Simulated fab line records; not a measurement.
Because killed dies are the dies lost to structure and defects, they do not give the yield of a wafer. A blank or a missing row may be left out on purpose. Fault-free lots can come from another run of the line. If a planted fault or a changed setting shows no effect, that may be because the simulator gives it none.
Chamber matching	flow nand harc	NHARC_P_M1_PRE_CLEAN_32 on pecvd-03: 3 sister chambers
The step time 12 s. 6 wafers are shown with their chamber, then 8 later ones without.

== WAFERS PAIRED WITH THEIR CHAMBERS ==
wafer	chamber	heater power w (W)	heater power outer w (W)
L083.4	1	733	381
L085.2	2	623	357
L085.5	2	627	360
L087.4	1	726	382
L087.6	0	574	334
L088.2	0	567	321

== WAFERS WHOSE CHAMBER IS MISSING ==
wafer	heater power w (W)	heater power outer w (W)
L088.3	629	357
L088.6	780	402
L091.3	774	411
L091.4	787	409
L091.5	568	309
L097.1	586	341
L097.3	703	381
L097.5	590	340

== EACH ONE'S CHAMBER ==
wafer	from the rows above	in truth
L088.3	2	2
L088.6	1	1
L091.3	1	1
L091.4	1	1
L091.5	0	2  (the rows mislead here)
L097.1	0	0
L097.3	1	1
L097.5	0	0
Correctly placed: 7 of 8. Can't be placed from these rows: 0. Placed wrongly: 1.
How it was worked out, from the rows above alone: a wafer's distance from a chamber is the root of the sum, over the readings, of the square of ((its reading less the chamber's mean) divided by the reading's scatter). If the next closest chamber is less than 2 further off than the closest, the wafer can't be placed; otherwise it belongs to the closest. A chamber's mean is the mean of its shown wafers. The scatter is the square root of a quotient: the sum, over the shown wafers, of each reading's squared deviation from its chamber's mean, divided by wafers minus chambers.
